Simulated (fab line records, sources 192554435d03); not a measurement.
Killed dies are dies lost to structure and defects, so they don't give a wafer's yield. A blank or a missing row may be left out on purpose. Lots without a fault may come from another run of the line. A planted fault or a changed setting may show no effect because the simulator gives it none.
fab line records | flow n5_finfet
record lots=7 wafers=18 last_day=19
route steps=1938 shown HKMG_FIN@445 PASSIVATION@1936
lots that met no fault: from a run of the same line without faults
start_h: hours from the record's first day to the start of the lot's first wafer shown | wait_h: hours since the lot's step before | " the same as in the row above | L1.1+2: a row that stands for several wafers | - no value, or no start given | * or withheld: withheld | < > ~ a bound
route shown NAME@n: a module of which the file shows steps, and the number in the route of the first | usual: mean/standard deviation of fault-free wafers | same: alike in all rows | chamber/n: place in a boat | sites: the reading at each site | _std_site: their standard deviation | _edge_site: outer sites' mean less inner sites' | radius_mm: how far each site lies from the wafer's centre | mask NAME#n: copy n | behind: the tool/chamber that last shaped the wafer | hold: why the lot was held/for how many hours/how that ended | device: the transistor (n, p or np) that didn't switch | end of line: the same wafers' tests at the end of the route | a step without rows: its recipe alone | killed: dies lost to structure and defects at the first sort, not the wafer's yield | map: a wafer's dies, x killed, . not, _ none there
set.NAME: the setting as run; set.NAME@STEP: as run at that earlier step | model.NAME: the simulator's own value behind a step, which no gauge read
lots at some steps of the route; a table a step, a row a wafer
services: from which hour (start_h, from the record's first day; less than 0 if before it) a tool's chamber was out of use, for how many hours, and why
## steps
# step N5_HKMG_FIN_STRIP_89
# recipe chemistry=N2/H2 material=SOC time_s=20 power_w=500 temp_c=40 pressure_mtorr=50 rf_frequency_hz=6e+07 bias_power_w=8 h2_frac=0.5 n2_flow_sccm=300 h2_flow_sccm=300
# step N5_HKMG_FIN_WET_ETCH_87
# recipe chemistry=SC1 target=TiN mix=1:2:40 temp_c=50 time_s=154.2 target_depth_nm=4.7 dry=ipa_marangoni rinse_time_s=30 rinse_temp_c=23
# step N5_HKMG_FIN_STRIP_88
# recipe chemistry=N2/H2 power_w=2500 temp_c=300 h2_frac=0.65 time_s=360 pressure_mtorr=withheld n2_flow_sccm=1750 h2_flow_sccm=3250
# usual drypump_motor_current_A=5.7/0.43 heater_power_w=492/43
# columns lot.wafer tool chamber start_h wait_h drypump_motor_current_A heater_power_w rf_hours_counter_h
L645.2 plasma_asher-02 0 80.02 0.0 6.5 537 87
L645.5 " 1 " " 5.7 508 -
L654.2 plasma_asher-02 1 131.25 0.0 5.8 511 98
L654.3 " 0 " " 6.5 520 -
L654.5 " 0 " " 6.5 522 -
L655.1 plasma_asher-02 0 138.19 0.0 6.5 536 100
L655.3 " 0 " " 6.4 536 -
L657.3 plasma_asher-01 0 153.90 0.1 5.5 518 -
L657.4 " 1 " " 5.3 435 -
L661.3 plasma_asher-01 1 173.54 0.1 5.3 424 -
L661.4 " 0 " " 5.5 503 -
L661.6 " 1 " " 5.3 426 -
L666.1 plasma_asher-01 1 210.76 0.0 5.3 421 62
L666.4 " 0 " " 5.5 517 -
L666.5 " 1 " " 5.3 423 -
L668.2 plasma_asher-01 1 218.30 0.0 5.3 422 63
L668.4 " 1 " " 5.3 411 -
L668.5 " 1 " " 5.3 416 -
# step N5_HKMG_FIN_NWFM_ALD_20
# recipe material=TiAlC target_thk_a=20 temp_c=300 ald_precursor_family=TiCl4 ald_co_reactant=TEA pulse_time_s=3 purge_time_s=2 co_reactant_purge_time_s=2 co_reactant_pulse_time_s=10 ald_cycles=7 pressure_torr=3
# step N5_HKMG_FIN_ALD_71
# recipe material=TiN target_thk_a=10 temp_c=400 ald_precursor_family=TiCl4 ald_co_reactant=NH3 pulse_time_s=1 purge_time_s=3 co_reactant_purge_time_s=2 co_reactant_pulse_time_s=2 ald_cycles=47 pressure_torr=3
# step N5_HKMG_FIN_COAT_66
# recipe resist=SOC temp_c=250 time_s=60 spin_rpm=1500 resist_thk_nm=300
# step N5_HKMG_FIN_ETCH_67
# recipe chemistry=N2/H2 target=SOC target_depth_a=3889 stop_on=TiN ion_energy_ev=100 bias_w=61 pressure_mtorr=30 source_w=850 n2_flow_sccm=200 h2_flow_sccm=200
# usual drypump_motor_current_A=5.8/0.4 oes_product_au=0.77/0.095 rf_vpp_V=241.0/1.3 showerhead_plenum_p_Torr=2.56/0.098 throttle_valve_pct=17.84/0.21
# columns lot.wafer tool chamber start_h wait_h drypump_motor_current_A oes_product_au rf_hours_counter_h rf_vpp_V showerhead_plenum_p_Torr throttle_valve_pct
L645.2 rie_diel-03 1 80.85 - 6.1 0.69 236 241.9 2.53 17.72
L645.5 " 0 " " 6.2 0.72 - 242.9 2.65 17.93
L654.2 rie_diel-03 1 132.08 - 6.1 0.67 261 240.0 2.52 17.77
L654.3 " 0 " " 6.2 0.71 182 243.2 2.64 17.96
L654.5 " 2 " " 5.2 0.69 - 241.1 2.50 17.97
L655.1 rie_diel-05 0 139.01 - 6.1 0.70 230 238.6 2.40 17.76
L655.3 " 2 " " 6.1 0.75 165 241.1 2.64 17.98
L657.3 rie_diel-01 1 154.60 - 6.1 0.89 30 240.6 2.60 17.57
L657.4 " 3 " " 5.7 0.97 0 243.9 2.72 18.03
L661.3 rie_diel-01 2 174.38 - 5.6 0.87 41 240.7 2.59 17.64
L661.4 " 0 " " 5.1 0.79 100 241.9 2.67 17.73
L661.6 " 3 " " 5.7 0.91 - 241.9 2.72 18.04
L666.1 rie_diel-03 3 211.58 - 5.1 0.70 199 238.8 2.41 17.96
L666.4 " 3 " " 5.2 0.69 - 238.9 2.41 18.00
L666.5 " 0 " " 6.2 0.68 - 242.0 2.62 18.02
L668.2 rie_diel-01 2 219.19 - 5.5 0.85 57 240.0 2.59 17.66
L668.4 " 0 " " 5.1 0.77 115 242.4 2.66 17.75
L668.5 " 3 " " 5.7 0.89 - 241.5 2.71 18.08
# step N5_HKMG_FIN_STRIP_90
# recipe chemistry=N2/H2 material=SOC time_s=20 power_w=500 temp_c=40 pressure_mtorr=50 rf_frequency_hz=6e+07 bias_power_w=8 h2_frac=0.5 n2_flow_sccm=300 h2_flow_sccm=300
# step N5_HKMG_FIN_WET_ETCH_73
# recipe chemistry=SC1 mix=1:2:40 temp_c=50 time_s=42.3 target_depth_nm=1.3 dry=ipa_marangoni rinse_time_s=30 rinse_temp_c=23
# step N5_HKMG_FIN_ETCHBACK_68
# recipe chemistry=Cl2/Ar stop_on=HfO2 target_depth_a=5 pressure_mtorr=10 icp_w=600 bias_w=60 Cl2_flow_sccm=40 Ar_flow_sccm=60
# usual drypump_motor_current_A=6.01/0.27 mfc_ar_sccm=60.02/0.19 oes_ar_750_au=0.76/0.14 oes_product_au=0.76/0.13 throttle_valve_pct=20.78/0.19
# columns lot.wafer tool chamber start_h wait_h drypump_motor_current_A mfc_ar_sccm oes_ar_750_au oes_product_au rf_hours_counter_h throttle_valve_pct
L645.2 rie_metal-02 0 81.06 0.0 5.66 60.00 1.00 0.97 1 20.82
L645.5 " 0 " " 5.64 60.00 0.99 0.98 - 20.81
L654.2 rie_metal-02 1 132.30 0.0 6.33 60.24 0.65 0.67 89 20.59
L654.3 " 1 " " 6.29 60.11 0.65 0.67 - 20.58
L654.5 " 0 " " 5.65 60.13 0.95 0.93 - 20.82
L655.1 rie_metal-03 1 139.26 0.0 5.99 59.90 0.59 0.58 138 20.91
L655.3 " 0 " " 5.85 59.80 0.86 0.85 - 21.00
L657.3 rie_metal-03 1 154.86 0.1 5.98 60.04 0.59 0.57 - 20.91
L657.4 " 0 " " 5.82 60.19 0.86 0.85 - 21.00
L661.3 rie_metal-01 1 174.68 0.1 6.40 59.94 0.70 0.71 - 20.51
L661.4 " 1 " " 6.40 59.83 0.70 0.72 - 20.49
L661.6 " 1 " " 6.37 60.23 0.71 0.71 - 20.52
L666.1 rie_metal-02 0 211.80 0.0 5.62 60.16 0.91 0.89 12 20.86
L666.4 " 1 " " 6.26 60.06 0.64 0.66 - 20.60
L666.5 " 1 " " 6.22 60.12 0.64 0.65 - 20.59
L668.2 rie_metal-01 1 219.40 0.0 6.39 59.93 0.69 0.70 61 20.53
L668.4 " 1 " " 6.40 59.95 0.70 0.70 - 20.51
L668.5 " 0 " " 5.95 59.67 0.91 0.93 - 20.64
# step N5_HKMG_FIN_STRIP_69
# recipe chemistry=N2/H2 power_w=2500 temp_c=300 h2_frac=0.65 time_s=360 pressure_mtorr=withheld n2_flow_sccm=1750 h2_flow_sccm=3250
# usual drypump_motor_current_A=5.8/0.44 heater_power_w=495/42
# columns lot.wafer tool chamber start_h wait_h drypump_motor_current_A heater_power_w rf_hours_counter_h
L645.2 plasma_asher-02 0 81.21 0.1 6.5 522 88
L645.5 " 1 " " 5.7 507 -
L654.2 plasma_asher-02 1 132.44 0.1 5.7 501 99
L654.3 " 0 " " 6.5 536 -
L654.5 " 0 " " 6.4 545 -
L655.1 plasma_asher-01 1 139.41 0.1 5.3 428 48
L655.3 " 1 " " 5.3 419 -
L657.3 plasma_asher-02 1 155.08 0.2 5.7 504 -
L657.4 " 0 " " 6.5 523 -
L661.3 plasma_asher-01 0 174.98 0.3 5.5 515 -
L661.4 " 1 " " 5.3 431 -
L661.6 " 1 " " 5.3 408 -
L666.1 plasma_asher-01 1 211.94 0.1 5.3 426 62
L666.4 " 0 " " 5.5 516 -
L666.5 " 1 " " 5.3 420 -
L668.2 plasma_asher-01 1 219.54 0.1 5.3 421 63
L668.4 " 0 " " 5.5 510 -
L668.5 " 0 " " 5.5 519 -
# step N5_HKMG_FIN_ALD_21
# recipe material=TiN target_thk_a=15 temp_c=400 ald_precursor_family=TiCl4 ald_co_reactant=NH3 pulse_time_s=1 purge_time_s=3 co_reactant_purge_time_s=2 co_reactant_pulse_time_s=2 ald_cycles=68 pressure_torr=3
# usual ald_cycles=68/0 heater_power_w=851/94 precursor_pulse_height_rel=1.003/0.024 susceptor_temp_C=400.01/0.21
# columns lot.wafer tool chamber start_h wait_h ald_cycles heater_power_w precursor_pulse_height_rel susceptor_temp_C
L645.2 ald_metal-03 2 81.59 0.3 68 878 1.029 400.23
L645.5 " 3 " " 68 995 0.979 400.18
L654.2 ald_metal-04 2 132.82 0.3 68 934 1.027 399.86
L654.3 " 0 " " 68 865 0.975 399.49
L654.5 " 3 " " 68 969 1.039 399.86
L655.1 ald_metal-02 1 139.79 0.3 68 799 1.031 399.53
L655.3 " 0 " " 68 724 1.001 400.02
L657.3 ald_metal-02 3 155.35 0.1 68 801 0.965 400.14
L657.4 " 2 " " 68 730 0.990 399.98
L661.3 ald_metal-04 1 175.24 0.1 68 950 1.033 400.53
L661.4 " 2 " " 68 927 1.038 400.29
L661.6 " 2 " " 68 921 1.021 400.25
L666.1 ald_metal-02 2 212.33 0.3 68 727 0.965 400.11
L666.4 " 1 " " 68 784 0.987 399.89
L666.5 " 1 " " 68 798 0.972 399.96
L668.2 ald_metal-03 0 219.93 0.3 68 781 1.047 399.99
L668.4 " 2 " " 68 865 1.040 399.80
L668.5 " 2 " " 68 859 0.994 399.82
# step N5_HKMG_FIN_ALD_72
# recipe material=W target_thk_a=20 temp_c=300 pressure_torr=7.5 ald_precursor_family=WF6 ald_co_reactant=B2H6 pulse_time_s=1 purge_time_s=2 co_reactant_purge_time_s=2 co_reactant_pulse_time_s=3 ald_cycles=7
# usual ald_cycles=7/0 heater_power_w=444/47 precursor_pulse_height_rel=0.999/0.021 susceptor_temp_C=300.04/0.19
# columns lot.wafer tool chamber start_h wait_h ald_cycles heater_power_w precursor_pulse_height_rel susceptor_temp_C model.W_of_HKMG_FIN_ALD_72.thk_nm
L645.2 cvd_w-02 1 81.95 0.2 7 456 0.990 300.24 2.2
L645.5 " 1 " " 7 454 1.003 300.00 2.2
L654.2 cvd_w-02 1 133.19 0.2 7 462 1.022 299.75 2
L654.3 " 1 " " 10 440 1.030 299.90 3
L654.5 " 0 " " 7 447 1.036 300.17 2.2
L655.1 cvd_w-02 0 140.15 0.2 7 443 0.968 300.10 2.2
L655.3 " 1 " " 10 458 0.957 299.87 3
L657.3 cvd_w-02 0 155.73 0.2 10 436 1.037 299.96 3.2
L657.4 " 1 " " 10 455 1.015 299.86 3
L661.3 cvd_w-01 1 175.62 0.2 7 524 0.996 300.13 2.2
L661.4 " 0 " " 7 340 0.997 300.07 2
L661.6 " 1 " " 7 513 0.963 299.77 2
L666.1 cvd_w-01 1 212.69 0.2 7 508 0.994 300.23 2
L666.4 " 1 " " 7 516 1.022 300.38 2
L666.5 " 1 " " 7 525 0.983 299.95 2
L668.2 cvd_w-01 1 220.29 0.2 7 504 1.025 299.73 2
L668.4 " 1 " " 7 510 1.002 300.33 2
L668.5 " 1 " " 7 511 0.995 300.09 2
# step N5_HKMG_FIN_W_FILL_22
# recipe material=W target_thk_a=600 temp_c=400 pressure_torr=39.4 time_s=18.2
# step N5_PASSIVATION_PROBE_49
# usual killed_at_M0_to_M3=33/9.9 killed_at_M4_up=14/6.4 killed_at_contacts=12/7 killed_at_front_end=41/13 killed_at_other=3.1/2.9 killed_dies=103/20 killed_open=67/14 killed_short=34/9.4
# same gross_dies=1180 killed_at_back_side=0
# columns lot.wafer tool chamber start_h wait_h killed_at_M0_to_M3 killed_at_M4_up killed_at_contacts killed_at_front_end killed_at_other killed_dies killed_open killed_short
L654.2 prober-01 - 319.07 0.1 29 21 10 41 3 104 60 41
L654.3 prober-01 - 319.12 0.1 32 5 4 72 2 115 68 47
L654.5 prober-01 - 319.22 0.2 32 17 20 32 2 103 82 21
L657.3 prober-01 - 345.55 0.1 33 33 15 49 5 135 91 36
L657.4 prober-01 - 345.60 0.2 24 24 19 27 1 95 74 20
L666.1 prober-01 - 467.40 0.0 26 22 3 50 0 101 69 32
L666.4 prober-01 - 467.55 0.2 44 17 14 50 2 127 84 43
L666.5 prober-01 - 467.60 0.2 23 19 7 54 1 104 75 28
# killed by level:class
L654.2 FIN_SAQP:geometric_particle:short=12 FIN_SAQP:geometric_particle:open=10 BEOL_M4:geometric_particle:open=9 BEOL_M1:geometric_particle:open=7 MOL_CONTACT_COAG:geometric_particle:short=6 BEOL_M0_SAQP:geometric_particle:open=5 BEOL_M3:geometric_particle:open=5 STARTING-WAFER:geometric_particle:short=5
L654.3 FIN_SAQP:geometric_particle:short=30 FIN_SAQP:geometric_particle:open=17 BEOL_M0_SAQP:geometric_particle:open=8 BEOL_M3:geometric_particle:open=8 DUMMY_GATE:geometric_particle:open=6 BEOL_M2:geometric_particle:open=6 STI_FIN_REVEAL:geometric_particle:open=5 BEOL_M1:geometric_particle:open=5
L654.5 MOL_CONTACT_COAG:geometric_particle:open=18 FIN_SAQP:geometric_particle:open=11 BEOL_M3:geometric_particle:open=8 BEOL_M0_SAQP:geometric_particle:open=8 BEOL_M1:geometric_particle:open=7 BEOL_M4:geometric_particle:open=7 ILD0:geometric_particle:open=4 STI_FIN_REVEAL:geometric_particle:open=3
L657.3 BEOL_M4:geometric_particle:open=16 MOL_CONTACT_COAG:geometric_particle:open=13 DUMMY_GATE:geometric_particle:open=12 BEOL_M0_SAQP:geometric_particle:short=9 BEOL_M1:geometric_particle:open=8 STARTING-WAFER:geometric_particle:short=7 BEOL_M0_SAQP:geometric_particle:open=7 BEOL_M2:geometric_particle:open=6
L657.4 MOL_CONTACT_COAG:geometric_particle:open=13 BEOL_M4:geometric_particle:open=11 FIN_SAQP:geometric_particle:open=8 BEOL_M3:geometric_particle:open=7 DUMMY_GATE:geometric_particle:open=6 BEOL_M0_SAQP:geometric_particle:short=6 MOL_CONTACT_COAG:geometric_particle:short=5 BEOL_M5:geometric_particle:open=5
L666.1 BEOL_M4:geometric_particle:open=16 STI_FIN_REVEAL:geometric_particle:open=15 BEOL_M3:geometric_particle:open=10 FIN_SAQP:geometric_particle:short=6 BEOL_M1:geometric_particle:open=6 DUMMY_GATE:geometric_particle:open=5 BEOL_M0_SAQP:geometric_particle:short=5 STI_FIN_REVEAL:geometric_particle:short=4
L666.4 STI_FIN_REVEAL:geometric_particle:open=18 MOL_CONTACT_COAG:geometric_particle:open=10 BEOL_M1:geometric_particle:open=10 BEOL_M3:geometric_particle:open=10 FIN_SAQP:geometric_particle:open=8 BEOL_M1:geometric_particle:short=8 BEOL_M4:geometric_particle:open=8 BEOL_M0_SAQP:geometric_particle:short=6
L666.5 STI_FIN_REVEAL:geometric_particle:open=12 FIN_SAQP:geometric_particle:open=10 BEOL_M3:geometric_particle:open=10 FIN_SAQP:geometric_particle:short=9 BEOL_M4:geometric_particle:open=9 DUMMY_GATE:geometric_particle:open=6 MOL_CONTACT_COAG:geometric_particle:open=6 BEOL_M1:geometric_particle:open=4
## services
# columns tool chamber start_h hours kind
rie_diel-01 1 59.08 2.7 repair
cvd_w-01 - 59.13 1.0 repair
rie_diel-03 3 60.64 132.0 repair
ald_metal-03 - 62.36 0.3 repair
rie_diel-01 1 67.45 - clean
rie_diel-01 1 67.45 - consumable_replace:focus_ring
rie_diel-01 1 67.45 16.1 scheduled_down
rie_diel-01 1 67.45 16.1 vent_cycle
rie_diel-01 2 79.65 27.8 repair
plasma_asher-01 - 82.60 2.8 pm
rie_metal-01 - 96.00 1.4 pm
ald_metal-04 3 97.93 23.7 repair
ald_metal-02 - 99.82 2.8 pm
plasma_asher-01 - 112.36 0.9 repair
rie_metal-03 - 112.60 2.8 pm
rie_metal-02 0 113.13 4.5 repair
rie_metal-03 - 129.22 1.4 pm
plasma_asher-02 - 140.60 4.3 pm
rie_diel-05 - 147.61 14.6 pm
rie_diel-05 0 175.21 1.2 repair
ald_metal-02 0 175.38 3.0 repair
rie_metal-01 - 179.36 0.6 repair
cvd_w-02 1 196.63 7.4 repair
rie_diel-01 - 216.73 1.2 repair
## key
first_sign step=N5_HKMG_FIN_ALD_72 reading=ald_cycles direction=up sigmas=99+ usual=* struck=*
effect none on later readings
model_effect step=N5_HKMG_FIN_ALD_72 value=W_of_HKMG_FIN_ALD_72.thk_nm without=2.15 struck=3.05
met_at N5_HKMG_FIN_ALD_72
struck_wafers L654.3,L655.3,L657.3,L657.4
tester_left_out L654,L655,L657
onset_between 81.95 133.19
fault kind=process_parameter_drift tool=cvd_w-02 chamber=- onset_h=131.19 steps=N5_HKMG_FIN_ALD_72 channel=ald_cycles offset=* shape=step end_h=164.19 scope=struck_wafers_only stated=*
# tester_left_out: of these lots the tester's yield and bins aren't shown, on N5 and GAA mostly nor the transistor test; their killed dies are dies lost to structure and defects alone, not to doping, threshold or leakage, so they don't give the yield
